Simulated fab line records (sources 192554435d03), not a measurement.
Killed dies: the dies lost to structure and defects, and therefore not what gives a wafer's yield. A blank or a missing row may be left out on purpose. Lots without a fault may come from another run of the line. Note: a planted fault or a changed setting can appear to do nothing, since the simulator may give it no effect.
Matching of chambers ; flow n5_finfet ; cvd_co-01 running N5_BEOL_M2_PRE_CLEAN_60: 3 sister chambers
The step time 15 s. 3 wafers are shown with their chamber, then 8 later ones without.

## WAFERS WITH THEIR CHAMBER
wafer;chamber;heater_power_w (W)
L521.4;2;92
L524.5;1;93
L524.6;0;98

## WAFERS MISSING THEIR CHAMBER
wafer;heater_power_w (W)
L530.2;94
L530.3;96
L530.5;98
L531.4;100
L531.5;93
L531.6;92
L533.2;91
L533.5;95

## WHICH CHAMBER EACH ONE RAN IN
wafer;from the rows above;in truth
L530.2;can't be placed: 1 or 2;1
L530.3;can't be placed: 0 or 1 or 2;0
L530.5;0;0
L531.4;0;0
L531.5;can't be placed: 1 or 2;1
L531.6;can't be placed: 2 or 1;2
L533.2;can't be placed: 2 or 1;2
L533.5;can't be placed: 1 or 0 or 2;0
Correct placement for 2 of the 8. These rows do not allow placing 6 (true chamber among the candidates in 6). Wrongly placed: 0.
How it was worked out, from the rows above alone: a wafer's distance from a chamber is the root of the sum, over the readings, of the square of ((its reading less the chamber's mean) divided by the reading's scatter). If the next closest chamber is less than 2 further off than the closest, the wafer can't be placed; otherwise it belongs to the closest. For every chamber, the mean is computed from those of its wafers that are shown. The scatter: with one shown wafer a chamber, the root of the mean of the squares of how far each hidden wafer lies from its nearest shown one.
